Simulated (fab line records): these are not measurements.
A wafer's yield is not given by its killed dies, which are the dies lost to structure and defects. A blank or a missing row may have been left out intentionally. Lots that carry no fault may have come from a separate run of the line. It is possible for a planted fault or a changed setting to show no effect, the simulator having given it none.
The tool behind it: which one? || flow n5-finfet || 9 lots with 25 wafers sampled at 7 steps, on a route of 1938 steps

## WHAT THE GAUGES SHOWED, per wafer
N5_MOL_CONTACT_COAG_OVL_MEAS_41. Usual: VD_OVL gives 0.1 nm (standard deviation 0.71).
{"lot": "L765", "measured": "day 5 22:43", "on": "overlay-01", "VD_OVL (nm)": "0.4 -1.1 -0.1", "flag": ""}
{"lot": "L766", "measured": "day 6 10:16", "on": "overlay-02", "VD_OVL (nm)": "-0.7 -0.3 -0.2", "flag": ""}
{"lot": "L767", "measured": "day 6 11:53", "on": "overlay-02", "VD_OVL (nm)": "-0.4 -1.0 -0.2", "flag": ""}
{"lot": "L768", "measured": "day 6 20:50", "on": "overlay-02", "VD_OVL (nm)": "0.6 1.1 -0.6", "flag": ""}
{"lot": "L771", "measured": "day 7 15:57", "on": "overlay-02", "VD_OVL (nm)": "0.3 -1.4", "flag": ""}
{"lot": "L774", "measured": "day 8 09:20", "on": "overlay-01", "VD_OVL (nm)": "0.5 -0.2 1.2", "flag": ""}
{"lot": "L775", "measured": "day 8 10:33", "on": "overlay-01", "VD_OVL (nm)": "0.1 -0.3 -0.1", "flag": ""}
{"lot": "L783", "measured": "day 10 09:01", "on": "overlay-02", "VD_OVL (nm)": "1.0 0.4", "flag": ""}
{"lot": "L784", "measured": "day 10 16:05", "on": "overlay-02", "VD_OVL (nm)": "0.9 0.5 0.0", "flag": ""}

N5_MOL_CONTACT_COAG_THK_MEAS_53. Usual: VIA_MOL_THK gives 43.7 nm (standard deviation 0.58).
{"lot": "L765", "measured": "day 6 01:15", "on": "film-metro-02", "VIA_MOL_THK (nm)": "43.7 44.4 44.3", "flag": ""}
{"lot": "L766", "measured": "day 6 13:09", "on": "film-metro-01", "VIA_MOL_THK (nm)": "43.6 43.6 44.5", "flag": ""}
{"lot": "L767", "measured": "day 6 14:23", "on": "film-metro-02", "VIA_MOL_THK (nm)": "43.2 42.6 44.0", "flag": ""}
{"lot": "L768", "measured": "day 6 22:32", "on": "film-metro-02", "VIA_MOL_THK (nm)": "42.7 42.8 43.3", "flag": ""}
{"lot": "L771", "measured": "day 7 17:40", "on": "film-metro-01", "VIA_MOL_THK (nm)": "42.7 43.6", "flag": ""}
{"lot": "L774", "measured": "day 8 11:00", "on": "film-metro-01", "VIA_MOL_THK (nm)": "14.0 13.4 44.5", "flag": "OFF"}
{"lot": "L775", "measured": "day 8 12:14", "on": "film-metro-02", "VIA_MOL_THK (nm)": "14.0 44.5 44.1", "flag": "OFF"}
{"lot": "L783", "measured": "day 10 10:54", "on": "film-metro-02", "VIA_MOL_THK (nm)": "42.6 43.0", "flag": ""}
{"lot": "L784", "measured": "day 10 18:01", "on": "film-metro-01", "VIA_MOL_THK (nm)": "43.4 43.0 43.8", "flag": ""}

N5_BEOL_M4_RC_MEAS_101. Usual: DIBL_N 36.1 mV/V, standard deviation 1.5; DIBL_P 36.1 mV/V, standard deviation 1.9; IOFF_N 0.159 nA/um, standard deviation 0.029; IOFF_P 0.21 nA/um, standard deviation 0.038; ION_N 675 uA/um, standard deviation 11; ION_P 464 uA/um, standard deviation 8.1; SS_N 71.5 mV/dec, standard deviation 0.57; SS_P 73.3 mV/dec, standard deviation 0.64; VT_N 249 mV, standard deviation 3.1; VT_P -250 mV, standard deviation 3.8.
{"lot": "L765", "measured": "day 8 09:32", "on": "prober-01", "DIBL_N (mV/V)": "37.8 35.9 36.7", "DIBL_P (mV/V)": "37.3 34.2 36.4", "IOFF_N (nA/um)": "0.161 0.137 0.148", "IOFF_P (nA/um)": "0.24 0.19 0.22", "ION_N (uA/um)": "666 672 654", "ION_P (uA/um)": "464 462 454", "SS_N (mV/dec)": "71.8 72.3 71.5", "SS_P (mV/dec)": "73.8 72.5 73.3", "VT_N (mV)": "249 250 253", "VT_P (mV)": "-246 -249 -247", "flag": ""}
{"lot": "L766", "measured": "day 9 00:53", "on": "prober-02", "DIBL_N (mV/V)": "34.6 36.3 35.7", "DIBL_P (mV/V)": "34.7 36.2 35.8", "IOFF_N (nA/um)": "0.141 0.157 0.162", "IOFF_P (nA/um)": "0.19 0.21 0.21", "ION_N (uA/um)": "683 676 677", "ION_P (uA/um)": "467 466 469", "SS_N (mV/dec)": "70.9 72.1 71.3", "SS_P (mV/dec)": "72.6 73.3 72.5", "VT_N (mV)": "250 249 249", "VT_P (mV)": "-252 -250 -249", "flag": ""}
{"lot": "L767", "measured": "day 9 02:39", "on": "prober-01", "DIBL_N (mV/V)": "34.6 37.2 35.8", "DIBL_P (mV/V)": "34.2 38.0 36.5", "IOFF_N (nA/um)": "0.129 0.189 0.154", "IOFF_P (nA/um)": "0.18 0.25 0.22", "ION_N (uA/um)": "665 684 676", "ION_P (uA/um)": "463 471 469", "SS_N (mV/dec)": "71.2 72.2 71.4", "SS_P (mV/dec)": "72.7 74.2 73.1", "VT_N (mV)": "252 248 248", "VT_P (mV)": "-254 -248 -250", "flag": ""}
{"lot": "L768", "measured": "day 9 07:42", "on": "prober-02", "DIBL_N (mV/V)": "38.1 36.5 37.6", "DIBL_P (mV/V)": "37.4 35.2 35.9", "IOFF_N (nA/um)": "0.169 0.151 0.170", "IOFF_P (nA/um)": "0.23 0.20 0.20", "ION_N (uA/um)": "670 679 669", "ION_P (uA/um)": "461 469 458", "SS_N (mV/dec)": "72.0 71.3 71.9", "SS_P (mV/dec)": "73.6 73.0 73.2", "VT_N (mV)": "250 249 247", "VT_P (mV)": "-250 -250 -251", "flag": ""}
{"lot": "L771", "measured": "day 10 04:53", "on": "prober-02", "DIBL_N (mV/V)": "37.8 36.9", "DIBL_P (mV/V)": "37.7 36.1", "IOFF_N (nA/um)": "0.172 0.151", "IOFF_P (nA/um)": "0.25 0.23", "ION_N (uA/um)": "677 676", "ION_P (uA/um)": "474 466", "SS_N (mV/dec)": "71.8 71.4", "SS_P (mV/dec)": "73.7 73.1", "VT_N (mV)": "247 249", "VT_P (mV)": "-246 -247", "flag": ""}
{"lot": "L774", "measured": "day 11 05:29", "on": "prober-01", "DIBL_N (mV/V)": "33.0 36.2 33.8", "DIBL_P (mV/V)": "32.4 35.5 33.0", "IOFF_N (nA/um)": "0.104 0.145 0.109", "IOFF_P (nA/um)": "0.15 0.18 0.15", "ION_N (uA/um)": "660 664 668", "ION_P (uA/um)": "446 456 453", "SS_N (mV/dec)": "70.9 71.4 71.1", "SS_P (mV/dec)": "72.5 73.0 72.2", "VT_N (mV)": "255 252 256", "VT_P (mV)": "-254 -253 -254", "flag": ""}
{"lot": "L775", "measured": "day 11 08:40", "on": "prober-01", "DIBL_N (mV/V)": "36.7 34.2 36.9", "DIBL_P (mV/V)": "38.0 34.1 37.7", "IOFF_N (nA/um)": "0.168 0.113 0.155", "IOFF_P (nA/um)": "0.23 0.17 0.22", "ION_N (uA/um)": "687 656 670", "ION_P (uA/um)": "464 460 470", "SS_N (mV/dec)": "71.7 70.8 71.5", "SS_P (mV/dec)": "73.1 73.2 74.0", "VT_N (mV)": "249 256 250", "VT_P (mV)": "-249 -254 -250", "flag": ""}
{"lot": "L783", "measured": "day 13 12:38", "on": "prober-02", "DIBL_N (mV/V)": "35.6 34.5", "DIBL_P (mV/V)": "36.6 34.6", "IOFF_N (nA/um)": "0.159 0.131", "IOFF_P (nA/um)": "0.20 0.17", "ION_N (uA/um)": "674 664", "ION_P (uA/um)": "456 456", "SS_N (mV/dec)": "71.3 71.1", "SS_P (mV/dec)": "72.6 73.1", "VT_N (mV)": "247 252", "VT_P (mV)": "-252 -255", "flag": ""}
{"lot": "L784", "measured": "day 13 18:02", "on": "prober-02", "DIBL_N (mV/V)": "37.1 37.5 37.6", "DIBL_P (mV/V)": "37.1 37.7 37.6", "IOFF_N (nA/um)": "0.173 0.192 0.198", "IOFF_P (nA/um)": "0.30 0.32 0.31", "ION_N (uA/um)": "677 689 686", "ION_P (uA/um)": "479 481 473", "SS_N (mV/dec)": "71.4 72.1 72.0", "SS_P (mV/dec)": "73.3 73.7 74.3", "VT_N (mV)": "246 247 245", "VT_P (mV)": "-241 -242 -244", "flag": ""}

## TOOL THAT RAN EACH LOT (tool first, then ch and the chambers of the sampled wafers, then the start)
{"lot": "L765", "N5_MOL_CONTACT_COAG_TI_SIL_19": "pvd-sputter-03, day 5 13:26", "N5_MOL_CONTACT_COAG_PRE_CLEAN_142": "pvd-sputter-02, day 5 16:38", "N5_MOL_CONTACT_COAG_PECVD_31": "pecvd-01 ch 0,1,2, day 5 20:44", "N5_MOL_CONTACT_COAG_VIA_ETCH_46": "rie-diel-02 ch 1,3, day 5 22:02"}
{"lot": "L766", "N5_MOL_CONTACT_COAG_TI_SIL_19": "pvd-sputter-03, day 5 21:37", "N5_MOL_CONTACT_COAG_PRE_CLEAN_142": "pvd-sputter-02, day 6 02:13", "N5_MOL_CONTACT_COAG_PECVD_31": "pecvd-04 ch 0,2, day 6 07:20", "N5_MOL_CONTACT_COAG_VIA_ETCH_46": "rie-diel-01 ch 0,1,3, day 6 09:32"}
{"lot": "L767", "N5_MOL_CONTACT_COAG_TI_SIL_19": "pvd-sputter-01, day 5 23:57", "N5_MOL_CONTACT_COAG_PRE_CLEAN_142": "pvd-sputter-03, day 6 04:13", "N5_MOL_CONTACT_COAG_PECVD_31": "pecvd-03 ch 1,2, day 6 08:39", "N5_MOL_CONTACT_COAG_VIA_ETCH_46": "rie-diel-01 ch 0,2, day 6 11:04"}
{"lot": "L768", "N5_MOL_CONTACT_COAG_TI_SIL_19": "pvd-sputter-01, day 6 11:17", "N5_MOL_CONTACT_COAG_PRE_CLEAN_142": "pvd-sputter-03, day 6 14:24", "N5_MOL_CONTACT_COAG_PECVD_31": "pecvd-03 ch 0,1,2, day 6 18:50", "N5_MOL_CONTACT_COAG_VIA_ETCH_46": "rie-diel-06 ch 1,2,3, day 6 20:10"}
{"lot": "L771", "N5_MOL_CONTACT_COAG_TI_SIL_19": "pvd-sputter-03, day 7 07:28", "N5_MOL_CONTACT_COAG_PRE_CLEAN_142": "pvd-sputter-02, day 7 10:34", "N5_MOL_CONTACT_COAG_PECVD_31": "pecvd-04 ch 0,2, day 7 14:05", "N5_MOL_CONTACT_COAG_VIA_ETCH_46": "rie-diel-02 ch 0,1, day 7 15:08"}
{"lot": "L774", "N5_MOL_CONTACT_COAG_TI_SIL_19": "pvd-sputter-02, day 7 23:50", "N5_MOL_CONTACT_COAG_PRE_CLEAN_142": "pvd-sputter-03, day 8 03:35", "N5_MOL_CONTACT_COAG_PECVD_31": "pecvd-04 ch 1,2, day 8 07:31", "N5_MOL_CONTACT_COAG_VIA_ETCH_46": "rie-diel-01 ch 0,1, day 8 08:39"}
{"lot": "L775", "N5_MOL_CONTACT_COAG_TI_SIL_19": "pvd-sputter-02, day 8 00:47", "N5_MOL_CONTACT_COAG_PRE_CLEAN_142": "pvd-sputter-02, day 8 05:20", "N5_MOL_CONTACT_COAG_PECVD_31": "pecvd-04 ch 0,1, day 8 08:48", "N5_MOL_CONTACT_COAG_VIA_ETCH_46": "rie-diel-02 ch 1,3, day 8 09:44"}
{"lot": "L783", "N5_MOL_CONTACT_COAG_TI_SIL_19": "pvd-sputter-01, day 10 00:01", "N5_MOL_CONTACT_COAG_PRE_CLEAN_142": "pvd-sputter-01, day 10 03:22", "N5_MOL_CONTACT_COAG_PECVD_31": "pecvd-03 ch 1,2, day 10 06:52", "N5_MOL_CONTACT_COAG_VIA_ETCH_46": "rie-diel-01 ch 1,2, day 10 08:20"}
{"lot": "L784", "N5_MOL_CONTACT_COAG_TI_SIL_19": "pvd-sputter-03, day 10 05:50", "N5_MOL_CONTACT_COAG_PRE_CLEAN_142": "pvd-sputter-02, day 10 10:47", "N5_MOL_CONTACT_COAG_PECVD_31": "pecvd-01 ch 0,1,2, day 10 14:17", "N5_MOL_CONTACT_COAG_VIA_ETCH_46": "rie-diel-02 ch 1,3, day 10 15:21"}
- N5_MOL_CONTACT_COAG_TI_SIL_19: material Ti, target thk 4.2 nm, time 15 s.
- N5_MOL_CONTACT_COAG_PRE_CLEAN_142: time 60 s.
- N5_MOL_CONTACT_COAG_PECVD_31: deposits SiO2 from TEOS/O2, target thk 46 nm, time 8.9 s.
- N5_MOL_CONTACT_COAG_VIA_ETCH_46: etches SiO2 in C4F6/O2, target depth 46 nm, overetch 9.2 nm, time 40 s.

## AS READ BY THE TOOLS THEMSELVES (means over the sampled wafers that have a number; for cases with no such wafer, the mark the record gives instead)
N5_MOL_CONTACT_COAG_TI_SIL_19. Usual: throttle-valve-pct at 29.6 %, with a standard deviation of 1.1.
{"lot": "L765", "tool": "pvd-sputter-03", "throttle-valve-pct (%)": 30.5, "flag": ""}
{"lot": "L766", "tool": "pvd-sputter-03", "throttle-valve-pct (%)": 30.2, "flag": ""}
{"lot": "L767", "tool": "pvd-sputter-01", "throttle-valve-pct (%)": 28.0, "flag": ""}
{"lot": "L768", "tool": "pvd-sputter-01", "throttle-valve-pct (%)": 28.8, "flag": ""}
{"lot": "L771", "tool": "pvd-sputter-03", "throttle-valve-pct (%)": 29.1, "flag": ""}
{"lot": "L774", "tool": "pvd-sputter-02", "throttle-valve-pct (%)": 29.9, "flag": ""}
{"lot": "L775", "tool": "pvd-sputter-02", "throttle-valve-pct (%)": 29.1, "flag": ""}
{"lot": "L783", "tool": "pvd-sputter-01", "throttle-valve-pct (%)": 30.4, "flag": ""}
{"lot": "L784", "tool": "pvd-sputter-03", "throttle-valve-pct (%)": 30.3, "flag": ""}

N5_MOL_CONTACT_COAG_PRE_CLEAN_142. Usual: heater-power-w at 459 W, with a standard deviation of 37.
{"lot": "L765", "tool": "pvd-sputter-02", "heater-power-w (W)": 453, "flag": ""}
{"lot": "L766", "tool": "pvd-sputter-02", "heater-power-w (W)": 463, "flag": ""}
{"lot": "L767", "tool": "pvd-sputter-03", "heater-power-w (W)": 460, "flag": ""}
{"lot": "L768", "tool": "pvd-sputter-03", "heater-power-w (W)": 422, "flag": ""}
{"lot": "L771", "tool": "pvd-sputter-02", "heater-power-w (W)": 454, "flag": ""}
{"lot": "L774", "tool": "pvd-sputter-03", "heater-power-w (W)": 453, "flag": ""}
{"lot": "L775", "tool": "pvd-sputter-02", "heater-power-w (W)": 461, "flag": ""}
{"lot": "L783", "tool": "pvd-sputter-01", "heater-power-w (W)": 482, "flag": ""}
{"lot": "L784", "tool": "pvd-sputter-02", "heater-power-w (W)": 469, "flag": ""}

N5_MOL_CONTACT_COAG_VIA_ETCH_46. Usual: value, then standard deviation, for each; drypump-motor-current-A 5.6 A / 0.49; mfc-ar-sccm 300.1 sccm / 0.93; oes_f_703_au 0.83 a.u. / 0.061; oes-product-au 0.73 a.u. / 0.054; rf-vpp-V 1581 V / 14; showerhead-plenum-p-Torr 2.86 Torr / 0.1; throttle-valve-pct 40.69 % / 0.25.
{"lot": "L765", "tool": "rie-diel-02", "drypump-motor-current-A (A)": 5.3, "mfc-ar-sccm (sccm)": 301.3, "oes_f_703_au (a.u.)": 0.88, "oes-product-au (a.u.)": 0.78, "rf-vpp-V (V)": 1581, "showerhead-plenum-p-Torr (Torr)": 2.83, "throttle-valve-pct (%)": 40.51, "flag": ""}
{"lot": "L766", "tool": "rie-diel-01", "drypump-motor-current-A (A)": 5.7, "mfc-ar-sccm (sccm)": 299.8, "oes_f_703_au (a.u.)": 0.79, "oes-product-au (a.u.)": 0.70, "rf-vpp-V (V)": 1580, "showerhead-plenum-p-Torr (Torr)": 2.77, "throttle-valve-pct (%)": 40.73, "flag": ""}
{"lot": "L767", "tool": "rie-diel-01", "drypump-motor-current-A (A)": 6.3, "mfc-ar-sccm (sccm)": 300.7, "oes_f_703_au (a.u.)": 0.72, "oes-product-au (a.u.)": 0.63, "rf-vpp-V (V)": 1571, "showerhead-plenum-p-Torr (Torr)": 2.76, "throttle-valve-pct (%)": 40.54, "flag": ""}
{"lot": "L768", "tool": "rie-diel-06", "drypump-motor-current-A (A)": 5.8, "mfc-ar-sccm (sccm)": 299.9, "oes_f_703_au (a.u.)": 0.88, "oes-product-au (a.u.)": 0.77, "rf-vpp-V (V)": 1603, "showerhead-plenum-p-Torr (Torr)": 2.91, "throttle-valve-pct (%)": 40.87, "flag": ""}
{"lot": "L771", "tool": "rie-diel-02", "drypump-motor-current-A (A)": 5.7, "mfc-ar-sccm (sccm)": 301.1, "oes_f_703_au (a.u.)": 0.87, "oes-product-au (a.u.)": 0.76, "rf-vpp-V (V)": 1576, "showerhead-plenum-p-Torr (Torr)": 2.88, "throttle-valve-pct (%)": 40.61, "flag": ""}
{"lot": "L774", "tool": "rie-diel-01", "drypump-motor-current-A (A)": 5.6, "mfc-ar-sccm (sccm)": 300.7, "oes_f_703_au (a.u.)": 0.71, "oes-product-au (a.u.)": 0.47, "rf-vpp-V (V)": 1577, "showerhead-plenum-p-Torr (Torr)": 2.77, "throttle-valve-pct (%)": 40.63, "flag": "OFF"}
{"lot": "L775", "tool": "rie-diel-02", "drypump-motor-current-A (A)": 5.3, "mfc-ar-sccm (sccm)": 300.2, "oes_f_703_au (a.u.)": 0.85, "oes-product-au (a.u.)": 0.65, "rf-vpp-V (V)": 1579, "showerhead-plenum-p-Torr (Torr)": 2.82, "throttle-valve-pct (%)": 40.44, "flag": ""}
{"lot": "L783", "tool": "rie-diel-01", "drypump-motor-current-A (A)": 5.8, "mfc-ar-sccm (sccm)": 298.7, "oes_f_703_au (a.u.)": 0.81, "oes-product-au (a.u.)": 0.70, "rf-vpp-V (V)": 1577, "showerhead-plenum-p-Torr (Torr)": 2.79, "throttle-valve-pct (%)": 40.56, "flag": ""}
{"lot": "L784", "tool": "rie-diel-02", "drypump-motor-current-A (A)": 5.0, "mfc-ar-sccm (sccm)": 300.3, "oes_f_703_au (a.u.)": 0.81, "oes-product-au (a.u.)": 0.72, "rf-vpp-V (V)": 1580, "showerhead-plenum-p-Torr (Torr)": 2.78, "throttle-valve-pct (%)": 40.51, "flag": ""}

## THE ANSWER, worked out from the rows above alone
Rule: a lot is off if the mean of its wafers that have a number lies more than 3 standard deviations from the usual mean. A lot without any number at a reading at which 4 lots or more have one is off too. Any other lot the step has rows for is counted as sound. The gauges are gone through in route order, then the tools' own readings, and for those a lot's mean is taken as printed above. At the first step where some lot is off, the reading lying furthest off is the one used; lots without a number count as furthest.
Off: L774, L775, at N5_MOL_CONTACT_COAG_THK_MEAS_53 (VIA_MOL_THK).
A tool fits if, at a process step before that reading, it ran every lot that is off, and no sound lot after the first of them. Gauges at N5_MOL_CONTACT_COAG_THK_MEAS_53: tried the same way as those tools. 2 tools fit, pvd-sputter-02 at N5_MOL_CONTACT_COAG_TI_SIL_19 and pecvd-04 at N5_MOL_CONTACT_COAG_PECVD_31, so this cannot tell which one it is.

## WHAT THE SIMULATOR HAD PUT IN
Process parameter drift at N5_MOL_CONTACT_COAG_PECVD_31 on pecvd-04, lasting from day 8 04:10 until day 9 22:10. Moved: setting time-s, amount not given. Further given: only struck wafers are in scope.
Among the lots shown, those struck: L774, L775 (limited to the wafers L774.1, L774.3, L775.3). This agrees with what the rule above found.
